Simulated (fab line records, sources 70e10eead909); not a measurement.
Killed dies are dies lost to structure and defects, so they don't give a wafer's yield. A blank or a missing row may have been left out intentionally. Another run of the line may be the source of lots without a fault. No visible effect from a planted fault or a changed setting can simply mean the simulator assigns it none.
Chamber matching | flow nand-harc | NHARC_P_CONTACT_ALD_22 on ald-metal-01: 4 sister chambers
The step deposits TiN, target thk 3 nm, pulse time 1 s, ald cycles 150. 4 wafers are shown with their chamber, then 8 later ones without.

## WAFERS, EACH WITH ITS CHAMBER
wafer  | chamber | heater-power-w (W)
L089.6 | 2       | 1140
L086.3 | 1       | 1236
L086.5 | 0       | 1080
L087.3 | 3       | 1227

## WAFERS WHOSE CHAMBER IS MISSING
wafer  | heater-power-w (W)
L087.5 | 1126
L087.6 | 1216
L092.4 | 1214
L092.5 | 1090
L092.6 | 1233
L095.2 | 1213
L095.4 | 1127
L095.6 | 1109

## WHICH CHAMBER EACH ONE RAN IN
wafer  | from the rows above     | in truth
L087.5 | 2                       | 2
L087.6 | can't be placed: 3 or 1 | 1
L092.4 | can't be placed: 3 or 1 | 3
L092.5 | 0                       | 0
L092.6 | can't be placed: 1 or 3 | 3
L095.2 | can't be placed: 3 or 1 | 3
L095.4 | 2                       | 2
L095.6 | can't be placed: 0 or 2 | 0
Placed correctly: 3 of 8. Unplaceable from these rows: 5, with the true chamber sitting among the candidates in 5. Placed wrongly: 0.
How it was worked out, from the rows above alone: a wafer's distance from a chamber is the root of the sum, over the readings, of the square of ((its reading less the chamber's mean) divided by the reading's scatter). If the next closest chamber is less than 2 further off than the closest, the wafer can't be placed; otherwise it belongs to the closest. Each chamber's mean is taken over the wafers shown for it. The scatter: with one shown wafer a chamber, the root of the mean of the squares of how far each hidden wafer lies from its nearest shown one.
